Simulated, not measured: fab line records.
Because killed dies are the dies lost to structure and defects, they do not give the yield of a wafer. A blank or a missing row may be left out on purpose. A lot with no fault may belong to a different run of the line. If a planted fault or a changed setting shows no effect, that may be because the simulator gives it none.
What tool caused it? :: flow nand_harc :: Sampling: 12 lots, 36 wafers, 5 of 1302 route steps

== WHAT THE GAUGES SHOWED, per wafer ==
NHARC_END_SORT_01. Usual: killed_at_array 52, standard deviation 19; killed_at_other 0.8, standard deviation 1; killed_at_periphery 3.7, standard deviation 2.5; killed_dies 56, standard deviation 19; killed_open 3.5, standard deviation 2; killed_short 2.2, standard deviation 1.4.
lot: L850
measured: day 24 12:58
on: prober-02
killed_at_array: 49 46 38
killed_at_other: 0 0 3
killed_at_periphery: 3 3 2
killed_dies: 52 49 43
killed_open: 3 4 3
killed_short: 2 1 4
flag: 

lot: L852
measured: day 24 18:06
on: prober-01
killed_at_array: 83 78 76
killed_at_other: 1 0 1
killed_at_periphery: 3 2 4
killed_dies: 87 80 81
killed_open: 4 2 6
killed_short: 3 1 1
flag: 

lot: L858
measured: day 27 06:38
on: prober-02
killed_at_array: 43 43 56
killed_at_other: 1 0 1
killed_at_periphery: 3 4 3
killed_dies: 47 47 60
killed_open: 6 5 4
killed_short: 2 4 2
flag: 

lot: L857
measured: day 27 06:37
on: prober-01
killed_at_array: 68 81 57
killed_at_other: 1 0 0
killed_at_periphery: 2 4 3
killed_dies: 71 85 60
killed_open: 1 4 4
killed_short: 3 3 2
flag: 

lot: L859
measured: day 27 20:29
on: prober-02
killed_at_array: 31 37 28
killed_at_other: 0 0 0
killed_at_periphery: 2 2 1
killed_dies: 33 39 29
killed_open: 5 4 2
killed_short: 1 2 4
flag: 

lot: L862
measured: day 29 21:13
on: prober-02
killed_at_array: 95 87 100
killed_at_other: 3 0 5
killed_at_periphery: 1 2 7
killed_dies: 99 89 112
killed_open: 4 5 5
killed_short: 5 3 4
flag: 

lot: L863
measured: day 29 20:25
on: prober-01
killed_at_array: 22 20 27
killed_at_other: 0 0 0
killed_at_periphery: 9 5 9
killed_dies: 31 25 36
killed_open: 2 2 2
killed_short: 2 2 3
flag: 

lot: L864
measured: day 30 09:26
on: prober-01
killed_at_array: 35 25 36
killed_at_other: 0 0 0
killed_at_periphery: 4 2 3
killed_dies: 39 27 39
killed_open: 6 1 5
killed_short: 3 3 2
flag: 

lot: L866
measured: day 31 06:19
on: prober-01
killed_at_array: 40 34 30
killed_at_other: 2 0 4
killed_at_periphery: 7 2 3
killed_dies: 49 36 37
killed_open: 2 0 6
killed_short: 3 2 0
flag: 

lot: L869
measured: day 31 21:01
on: prober-01
killed_at_array: 78 62 70
killed_at_other: 0 0 0
killed_at_periphery: 3 7 8
killed_dies: 81 69 78
killed_open: 2 4 1
killed_short: 3 1 1
flag: 

lot: L870
measured: day 32 19:48
on: prober-01
killed_at_array: 46 27 27
killed_at_other: 1 1 1
killed_at_periphery: 3 5 4
killed_dies: 50 33 32
killed_open: 3 3 1
killed_short: 2 1 2
flag: 

lot: L871
measured: day 33 11:07
on: prober-02
killed_at_array: 49 65 56
killed_at_other: 0 0 2
killed_at_periphery: 3 6 4
killed_dies: 52 71 62
killed_open: 1 3 1
killed_short: 2 2 2
flag: 

== TOOL THAT RAN EACH LOT (tool first, then ch and the chambers of the sampled wafers, then the start) ==
lot: L850
NHARC_A_CHANNEL_FILL_D2_ALD_25: ald_hk-04 ch 0,2,3, day 15 08:58
NHARC_A_STAIRCASE_EXPOSE_06: krf_scanner-01 ch 0, day 15 21:39
NHARC_A_STAIRCASE_TRIM_12: rie_diel-09 ch 1,2,3, day 15 22:16
NHARC_A_STAIRCASE_ETCH_15: rie_diel-09 ch 0,1,3, day 24 12:58 or earlier

lot: L852
NHARC_A_CHANNEL_FILL_D2_ALD_25: ald_hk-04 ch 1,2,3, day 15 15:50
NHARC_A_STAIRCASE_EXPOSE_06: krf_scanner-03 ch 0, day 16 06:20
NHARC_A_STAIRCASE_TRIM_12: rie_diel-06 ch 1,2, day 16 06:48
NHARC_A_STAIRCASE_ETCH_15: rie_diel-06 ch 0,1,2, day 24 18:06 or earlier

lot: L858
NHARC_A_CHANNEL_FILL_D2_ALD_25: ald_hk-02 ch 0,1,3, day 18 03:05
NHARC_A_STAIRCASE_EXPOSE_06: krf_scanner-03 ch 0, day 18 17:32
NHARC_A_STAIRCASE_TRIM_12: rie_diel-09 ch 0,1,3, day 18 18:00
NHARC_A_STAIRCASE_ETCH_15: rie_diel-09 ch 0,2, day 27 06:38 or earlier

lot: L857
NHARC_A_CHANNEL_FILL_D2_ALD_25: ald_hk-01 ch 0,1,3, day 18 04:19
NHARC_A_STAIRCASE_EXPOSE_06: krf_scanner-04 ch 0, day 18 21:11
NHARC_A_STAIRCASE_TRIM_12: rie_diel-01 ch 0,1,2, day 18 21:46
NHARC_A_STAIRCASE_ETCH_15: rie_diel-01 ch 0,2,3, day 27 06:37 or earlier

lot: L859
NHARC_A_CHANNEL_FILL_D2_ALD_25: ald_hk-02 ch 0,1,2, day 18 13:43
NHARC_A_STAIRCASE_EXPOSE_06: krf_scanner-01 ch 0, day 19 02:52
NHARC_A_STAIRCASE_TRIM_12: rie_diel-09 ch 1,2,3, day 19 03:20
NHARC_A_STAIRCASE_ETCH_15: rie_diel-09 ch 0,1, day 27 20:29 or earlier

lot: L862
NHARC_A_CHANNEL_FILL_D2_ALD_25: ald_hk-04 ch 0,1, day 19 14:59
NHARC_A_STAIRCASE_EXPOSE_06: krf_scanner-01 ch 0, day 20 06:32
NHARC_A_STAIRCASE_TRIM_12: rie_diel-09 ch 0,2,3, day 20 07:01
NHARC_A_STAIRCASE_ETCH_15: rie_diel-09 ch 0,1,3, day 29 21:13 or earlier

lot: L863
NHARC_A_CHANNEL_FILL_D2_ALD_25: ald_hk-04 ch 0,3, day 20 17:12
NHARC_A_STAIRCASE_EXPOSE_06: krf_scanner-03 ch 0, day 21 06:52
NHARC_A_STAIRCASE_TRIM_12: rie_diel-09 ch 0,1,3, day 21 07:22
NHARC_A_STAIRCASE_ETCH_15: rie_diel-09 ch 1,2, day 29 20:25 or earlier

lot: L864
NHARC_A_CHANNEL_FILL_D2_ALD_25: ald_hk-02 ch 1,3, day 21 01:14
NHARC_A_STAIRCASE_EXPOSE_06: krf_scanner-03 ch 0, day 21 15:41
NHARC_A_STAIRCASE_TRIM_12: rie_diel-01 ch 0,1, day 21 16:11
NHARC_A_STAIRCASE_ETCH_15: rie_diel-01 ch 0,3, day 30 09:26 or earlier

lot: L866
NHARC_A_CHANNEL_FILL_D2_ALD_25: ald_hk-01 ch 1,2,3, day 21 20:20
NHARC_A_STAIRCASE_EXPOSE_06: krf_scanner-04 ch 0, day 22 09:35
NHARC_A_STAIRCASE_TRIM_12: rie_diel-09 ch 1,2,3, day 22 10:03
NHARC_A_STAIRCASE_ETCH_15: rie_diel-09 ch 0,1, day 31 06:19 or earlier

lot: L869
NHARC_A_CHANNEL_FILL_D2_ALD_25: ald_hk-02 ch 1,2, day 22 17:09
NHARC_A_STAIRCASE_EXPOSE_06: krf_scanner-04 ch 0, day 23 06:56
NHARC_A_STAIRCASE_TRIM_12: rie_diel-09 ch 0,2,3, day 23 07:27
NHARC_A_STAIRCASE_ETCH_15: rie_diel-09 ch 0,1, day 31 21:01 or earlier

lot: L870
NHARC_A_CHANNEL_FILL_D2_ALD_25: ald_hk-02 ch 2,3, day 23 14:39
NHARC_A_STAIRCASE_EXPOSE_06: krf_scanner-04 ch 0, day 24 04:18
NHARC_A_STAIRCASE_TRIM_12: rie_diel-09 ch 0,1, day 24 04:46
NHARC_A_STAIRCASE_ETCH_15: rie_diel-09 ch 1,2,3, day 32 19:48 or earlier

lot: L871
NHARC_A_CHANNEL_FILL_D2_ALD_25: ald_hk-02 ch 1,3, day 23 20:50
NHARC_A_STAIRCASE_EXPOSE_06: krf_scanner-01 ch 0, day 24 11:56
NHARC_A_STAIRCASE_TRIM_12: rie_diel-06 ch 0,2, day 24 12:24
NHARC_A_STAIRCASE_ETCH_15: rie_diel-06 ch 2,3, day 33 11:07 or earlier
- NHARC_A_CHANNEL_FILL_D2_ALD_25: deposits SiOx, target thk 60 nm, pulse time 10 s, ald cycles 600.
- NHARC_A_STAIRCASE_EXPOSE_06: exposes mask STAIR.
- NHARC_A_STAIRCASE_TRIM_12: chemistry O2, time 211.2 s.
- NHARC_A_STAIRCASE_ETCH_15: etches the open film in C4F8/O2, target depth 100 nm, time 40.5 s.

== WHAT THE TOOLS THEMSELVES READ (means of the sampled wafers that have a number; where no wafer has one, the mark that the record gives instead) ==
NHARC_A_CHANNEL_FILL_D2_ALD_25. Usual: heater_power_outer_w 249 W, standard deviation 30; heater_power_w 438 W, standard deviation 49; precursor_pulse_height_rel 0.999, standard deviation 0.022.
lot: L850
tool: ald_hk-04
heater_power_outer_w (W): 277
heater_power_w (W): 480
precursor_pulse_height_rel: 1.035
flag: 

lot: L852
tool: ald_hk-04
heater_power_outer_w (W): 288
heater_power_w (W): 497
precursor_pulse_height_rel: 1.013
flag: 

lot: L858
tool: ald_hk-02
heater_power_outer_w (W): 235
heater_power_w (W): 410
precursor_pulse_height_rel: 0.993
flag: 

lot: L857
tool: ald_hk-01
heater_power_outer_w (W): 253
heater_power_w (W): 455
precursor_pulse_height_rel: 1.001
flag: 

lot: L859
tool: ald_hk-02
heater_power_outer_w (W): 232
heater_power_w (W): 404
precursor_pulse_height_rel: 0.993
flag: 

lot: L862
tool: ald_hk-04
heater_power_outer_w (W): 247
heater_power_w (W): 432
precursor_pulse_height_rel: 0.999
flag: 

lot: L863
tool: ald_hk-04
heater_power_outer_w (W): 260
heater_power_w (W): 435
precursor_pulse_height_rel: 0.995
flag: 

lot: L864
tool: ald_hk-02
heater_power_outer_w (W): 215
heater_power_w (W): 382
precursor_pulse_height_rel: 0.987
flag: 

lot: L866
tool: ald_hk-01
heater_power_outer_w (W): 259
heater_power_w (W): 472
precursor_pulse_height_rel: 0.987
flag: 

lot: L869
tool: ald_hk-02
heater_power_outer_w (W): 222
heater_power_w (W): 383
precursor_pulse_height_rel: 0.983
flag: 

lot: L870
tool: ald_hk-02
heater_power_outer_w (W): 217
heater_power_w (W): 382
precursor_pulse_height_rel: 0.996
flag: 

lot: L871
tool: ald_hk-02
heater_power_outer_w (W): 209
heater_power_w (W): 380
precursor_pulse_height_rel: 1.004
flag: 

NHARC_A_STAIRCASE_EXPOSE_06. Usual: exposure_dose_mJ_cm2 reads 25.426 (standard deviation 0.028).
lot: L850
tool: krf_scanner-01
exposure_dose_mJ_cm2: 25.412
flag: 

lot: L852
tool: krf_scanner-03
exposure_dose_mJ_cm2: 25.424
flag: 

lot: L858
tool: krf_scanner-03
exposure_dose_mJ_cm2: 25.422
flag: 

lot: L857
tool: krf_scanner-04
exposure_dose_mJ_cm2: 25.434
flag: 

lot: L859
tool: krf_scanner-01
exposure_dose_mJ_cm2: 25.411
flag: 

lot: L862
tool: krf_scanner-01
exposure_dose_mJ_cm2: 25.451
flag: 

lot: L863
tool: krf_scanner-03
exposure_dose_mJ_cm2: 23.371
flag: OFF

lot: L864
tool: krf_scanner-03
exposure_dose_mJ_cm2: 23.336
flag: OFF

lot: L866
tool: krf_scanner-04
exposure_dose_mJ_cm2: 25.444
flag: 

lot: L869
tool: krf_scanner-04
exposure_dose_mJ_cm2: 25.432
flag: 

lot: L870
tool: krf_scanner-04
exposure_dose_mJ_cm2: 25.422
flag: 

lot: L871
tool: krf_scanner-01
exposure_dose_mJ_cm2: 25.439
flag: 

NHARC_A_STAIRCASE_TRIM_12. Usual: drypump_motor_current_A 5.8 A, standard deviation 0.59; oes_product_au 1.002 a.u., standard deviation 0.0075; rf_vpp_V 57.8 V, standard deviation 0.89; showerhead_plenum_p_Torr 3.52 Torr, standard deviation 0.17; throttle_valve_pct 17.037 %, standard deviation 0.01.
lot: L850
tool: rie_diel-09
drypump_motor_current_A (A): 5.8
oes_product_au (a.u.): 0.999
rf_vpp_V (V): 58.7
showerhead_plenum_p_Torr (Torr): 3.64
throttle_valve_pct (%): 17.036
flag: 

lot: L852
tool: rie_diel-06
drypump_motor_current_A (A): 6.2
oes_product_au (a.u.): 1.011
rf_vpp_V (V): 58.2
showerhead_plenum_p_Torr (Torr): 3.62
throttle_valve_pct (%): 17.039
flag: 

lot: L858
tool: rie_diel-09
drypump_motor_current_A (A): 5.7
oes_product_au (a.u.): 0.988
rf_vpp_V (V): 58.3
showerhead_plenum_p_Torr (Torr): 3.47
throttle_valve_pct (%): 17.047
flag: 

lot: L857
tool: rie_diel-01
drypump_motor_current_A (A): 5.5
oes_product_au (a.u.): 1.007
rf_vpp_V (V): 58.2
showerhead_plenum_p_Torr (Torr): 3.58
throttle_valve_pct (%): 17.036
flag: 

lot: L859
tool: rie_diel-09
drypump_motor_current_A (A): 5.8
oes_product_au (a.u.): 0.998
rf_vpp_V (V): 57.4
showerhead_plenum_p_Torr (Torr): 3.63
throttle_valve_pct (%): 17.039
flag: 

lot: L862
tool: rie_diel-09
drypump_motor_current_A (A): 6.2
oes_product_au (a.u.): 0.997
rf_vpp_V (V): 58.1
showerhead_plenum_p_Torr (Torr): 3.54
throttle_valve_pct (%): 17.046
flag: 

lot: L863
tool: rie_diel-09
drypump_motor_current_A (A): 5.7
oes_product_au (a.u.): 1.006
rf_vpp_V (V): 56.5
showerhead_plenum_p_Torr (Torr): 3.46
throttle_valve_pct (%): 17.031
flag: 

lot: L864
tool: rie_diel-01
drypump_motor_current_A (A): 5.4
oes_product_au (a.u.): 0.999
rf_vpp_V (V): 57.3
showerhead_plenum_p_Torr (Torr): 3.49
throttle_valve_pct (%): 17.044
flag: 

lot: L866
tool: rie_diel-09
drypump_motor_current_A (A): 5.8
oes_product_au (a.u.): 1.007
rf_vpp_V (V): 57.5
showerhead_plenum_p_Torr (Torr): 3.62
throttle_valve_pct (%): 17.031
flag: 

lot: L869
tool: rie_diel-09
drypump_motor_current_A (A): 6.2
oes_product_au (a.u.): 1.005
rf_vpp_V (V): 57.8
showerhead_plenum_p_Torr (Torr): 3.54
throttle_valve_pct (%): 17.030
flag: 

lot: L870
tool: rie_diel-09
drypump_motor_current_A (A): 5.6
oes_product_au (a.u.): 0.998
rf_vpp_V (V): 57.7
showerhead_plenum_p_Torr (Torr): 3.38
throttle_valve_pct (%): 17.029
flag: 

lot: L871
tool: rie_diel-06
drypump_motor_current_A (A): 5.8
oes_product_au (a.u.): 1.001
rf_vpp_V (V): 58.3
showerhead_plenum_p_Torr (Torr): 3.57
throttle_valve_pct (%): 17.044
flag: 

NHARC_A_STAIRCASE_ETCH_15. Usual: oes_product_au 0.942 a.u., standard deviation 0.011; rf_vpp_V 895 V, standard deviation 5.8.
lot: L850
tool: rie_diel-09
oes_product_au (a.u.): 0.946
rf_vpp_V (V): 895
flag: 

lot: L852
tool: rie_diel-06
oes_product_au (a.u.): 0.937
rf_vpp_V (V): 895
flag: 

lot: L858
tool: rie_diel-09
oes_product_au (a.u.): 0.944
rf_vpp_V (V): 894
flag: 

lot: L857
tool: rie_diel-01
oes_product_au (a.u.): 0.939
rf_vpp_V (V): 896
flag: 

lot: L859
tool: rie_diel-09
oes_product_au (a.u.): 0.944
rf_vpp_V (V): 894
flag: 

lot: L862
tool: rie_diel-09
oes_product_au (a.u.): 0.948
rf_vpp_V (V): 894
flag: 

lot: L863
tool: rie_diel-09
oes_product_au (a.u.): 0.954
rf_vpp_V (V): 900
flag: 

lot: L864
tool: rie_diel-01
oes_product_au (a.u.): 0.925
rf_vpp_V (V): 892
flag: 

lot: L866
tool: rie_diel-09
oes_product_au (a.u.): 0.952
rf_vpp_V (V): 894
flag: 

lot: L869
tool: rie_diel-09
oes_product_au (a.u.): 0.940
rf_vpp_V (V): 894
flag: 

lot: L870
tool: rie_diel-09
oes_product_au (a.u.): 0.953
rf_vpp_V (V): 899
flag: 

lot: L871
tool: rie_diel-06
oes_product_au (a.u.): 0.944
rf_vpp_V (V): 892
flag: 

== THE ANSWER, worked out from the rows above alone ==
Rule: a lot counts as off when the mean over its wafers that have a number is more than 3 standard deviations away from the usual mean. A lot without any number at a reading at which 4 lots or more have one is off too. Where the step has rows for the other lots, those lots are counted as sound. Order of review: gauges by route order, followed by the tools' own readings, for which a lot's mean as printed above is used. At the first step where some lot is off, the reading lying furthest off is the one used; lots without a number count as furthest.
Off at NHARC_A_STAIRCASE_EXPOSE_06 (exposure_dose_mJ_cm2): L863, L864.
If a tool, at that step or one of the process steps before it, ran each lot that is off and ran no sound lot following the first of them, it fits. One candidate fits, namely krf_scanner-03 at NHARC_A_STAIRCASE_EXPOSE_06. A fault onset in the window from L858 (day 18 17:32, its last sound lot) to L863 (day 21 06:52, its first lot off) fits.
On the lots that are off, the tool's own readings at NHARC_A_STAIRCASE_EXPOSE_06 differ by more than 5 times the standard deviation of the sound lots' means, which bears it out; exposure_dose_mJ_cm2 reads 23.353 there versus 25.429 on the sound lots.

== WHAT WAS PUT IN BY THE SIMULATOR ==
Process parameter drift: krf_scanner-03, from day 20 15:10 on, at NHARC_A_STAIRCASE_EXPOSE_06. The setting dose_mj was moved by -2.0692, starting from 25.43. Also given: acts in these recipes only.
Struck lots among those shown: L863, L864. This agrees with what the rule above found.
